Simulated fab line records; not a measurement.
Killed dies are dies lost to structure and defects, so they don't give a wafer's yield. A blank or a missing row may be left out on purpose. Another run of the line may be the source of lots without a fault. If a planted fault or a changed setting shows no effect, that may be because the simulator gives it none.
The same fault as seen by 3 desks	flow n5-finfet	every desk sees just its own numbers, and what lay behind them comes last

FOR THE TOOL OWNER'S DESK: rie-diel-04
The tool's own readings at N5_HKMG_FIN_ETCH_54 (etches SiARC in CF4, target depth 45.5 nm, time 75.8 s): means of the sampled wafers that have a number, for each lot that ran on this tool. If a lot's mean is further than 4 standard deviations from the usual mean, the lot is out of limits and carries the mark OUT (the distance appears in the brackets).
Columns: A = cf4-flow-sccm at N5_HKMG_FIN_ETCH_54, usual 100.00 sccm; B = drypump-motor-current-A at N5_HKMG_FIN_ETCH_54, usual 5.5 A; C = etch-rf-on-time-s at N5_HKMG_FIN_ETCH_54, usual 75.4 s; D = oes-product-au at N5_HKMG_FIN_ETCH_54, usual 0.69 a.u.; E = rf-vpp-V at N5_HKMG_FIN_ETCH_54, usual 184.7 V; F = showerhead-plenum-p-Torr at N5_HKMG_FIN_ETCH_54, usual 2.18 Torr; G = throttle-valve-pct at N5_HKMG_FIN_ETCH_54, usual 15.59 %
lot	first seen here	A	B	C	D	E	F	G
L749	day 5 20:55	99.54	5.6	74.9	0.71	184.7	2.16	15.60
L757	day 7 18:23	90.03 (-33) OUT	5.6	76.6	0.70	184.4	2.06	15.19
L758	day 8 01:31	90.26 (-32) OUT	5.6	76.1	0.70	183.5	2.06	15.19
This desk finds L757, L758 out of limits, L757 being first, at day 7 18:23 (cf4-flow-sccm at N5_HKMG_FIN_ETCH_54). L749: within limits.

THE METROLOGY DESK
What the gauges read for every lot (on any tool): the sampled wafers with a number, averaged. If a lot's mean is further than 4 standard deviations from the usual mean, the lot is out of limits and carries the mark OUT (the distance appears in the brackets). 7 of its 10 readings are shown, namely those furthest out on some lot.
Columns: A = DIBL_P at N5_BEOL_M4_RC_MEAS_101, usual 36.3 mV/V; B = IOFF_N at N5_BEOL_M4_RC_MEAS_101, usual 0.155 nA/um; C = IOFF_P at N5_BEOL_M4_RC_MEAS_101, usual 0.210 nA/um; D = ION_N at N5_BEOL_M4_RC_MEAS_101, usual 677 uA/um; E = ION_P at N5_BEOL_M4_RC_MEAS_101, usual 465 uA/um; F = VT_N at N5_BEOL_M4_RC_MEAS_101, usual 249.9 mV; G = VT_P at N5_BEOL_M4_RC_MEAS_101, usual -250 mV
lot	first seen here	A	B	C	D	E	F	G
L749	day 10 17:09	36.1	0.148	0.188	678	466	250.3	-254
L750	day 10 17:23	35.4	0.159	0.246	678	475	248.0	-245
L754	day 11 21:41	36.4	0.149	0.201	669	463	251.0	-251
L757	day 12 01:39	37.3	0.178	0.264	687	475	246.4	-246
L758	day 12 16:52	35.9	0.143	0.177	669	452	253.3	-255
L761	day 12 20:55	36.0	0.156	0.213	679	469	247.6	-248
L762	day 13 15:44	35.9	0.132	0.171	671	457	250.9	-253
L765	day 14 10:47	35.0	0.150	0.182	668	456	250.8	-252
L764	day 14 17:31	36.7	0.173	0.215	681	466	247.6	-251
Finding of this desk: none of the 9 lots has anything out of limits.

THE DEFECT DESK
Inspection counts along the route, by lot: the mean over sampled wafers that carry a number. If a lot's mean is further than 4 standard deviations from the usual mean, the lot is out of limits and carries the mark OUT (the distance appears in the brackets).
Columns: A = raw-defect-count at N5_DUMMY_REMOVAL_INSPECT_06, usual 12
lot	first seen here	A
L749	day 5 19:37	7
L750	day 5 20:56	10
L754	day 7 05:38	8
L757	day 7 17:04	12
L758	day 7 22:44	20
L761	day 8 17:53	13
L762	day 9 00:27	10
L764	day 9 16:50	13
L765	day 9 19:58	9
Finding of this desk: none of the 9 lots has anything out of limits.

TAKEN TOGETHER
On L757, L758, at day 7 18:23, an alarm was possible from the tool owner's desk.
From the metrology desk's view, nothing was out of limits.
Nothing out of limits was seen by the defect desk.
The metrology desk has L757, L758 on record, within its limits.
The defect desk has L757, L758 on record, within its limits.
N5_HKMG_FIN_ETCH_54 was run on rie-diel-04 by each of the lots named.

WHAT HAD BEEN PUT IN BY THE SIMULATOR
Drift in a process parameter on rie-diel-04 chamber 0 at N5_HKMG_FIN_ETCH_54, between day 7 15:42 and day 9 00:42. The setting cf4-flow-sccm was moved by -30, starting from 100. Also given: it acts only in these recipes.
Struck lots among those shown: L757, L758.
How many hours passed from the start of the fault until each desk's first out-of-limits reading: the tool owner's desk, 3.
